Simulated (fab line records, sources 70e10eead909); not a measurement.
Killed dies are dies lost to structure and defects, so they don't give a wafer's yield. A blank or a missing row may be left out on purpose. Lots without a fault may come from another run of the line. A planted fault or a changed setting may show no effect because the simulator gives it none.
Chamber matching | flow nand_harc | NHARC_THIN_TSV_DEP_47 on pecvd-02: 3 sister chambers
The step deposits SiO2, target thk 200 nm. 6 wafers are shown with their chamber, then 7 later ones without.

WAFERS WITH THEIR CHAMBER
wafer  | chamber | throttle_valve_pct (%) | flow_sccm (sccm)
L801.3 | 0       | 15.9                   | 2640
L803.3 | 1       | 15.7                   | 2647
L803.5 | 1       | 16.0                   | 2657
L803.6 | 0       | 16.2                   | 2648
L805.2 | 2       | 15.2                   | 2642
L805.5 | 2       | 15.4                   | 2649

WAFERS WITHOUT THEIR CHAMBER
wafer  | throttle_valve_pct (%) | flow_sccm (sccm)
L805.6 | 16.1                   | 2652
L809.3 | 15.5                   | 2651
L809.4 | 15.8                   | 2652
L809.6 | 15.8                   | 2658
L817.4 | 15.6                   | 2644
L817.5 | 15.7                   | 2654
L817.6 | 16.4                   | 2654

WHICH CHAMBER EACH WENT THROUGH
wafer  | from the rows above          | in truth
L805.6 | can't be placed: 1 or 0      | 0
L809.3 | can't be placed: 2 or 1 or 0 | 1
L809.4 | can't be placed: 1 or 0      | 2
L809.6 | can't be placed: 1 or 0      | 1
L817.4 | can't be placed: 2 or 1 or 0 | 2
L817.5 | can't be placed: 1 or 0 or 2 | 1
L817.6 | can't be placed: 0 or 1      | 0
Placed correctly: 0 of 7. Can't be placed from these rows: 7 (the true chamber is among the candidates in 6). Placed wrongly: 0.
How it was worked out, from the rows above alone: a wafer's distance from a chamber is the root of the sum, over the readings, of the square of ((its reading less the chamber's mean) divided by the reading's scatter). The wafer belongs to the nearest chamber; if the next one is less than 2 further off, it can't be placed. A chamber's mean is the mean of its shown wafers. The scatter: the root of (the sum of the squares of (reading less its chamber's mean) over the shown wafers, divided by (wafers less chambers)).
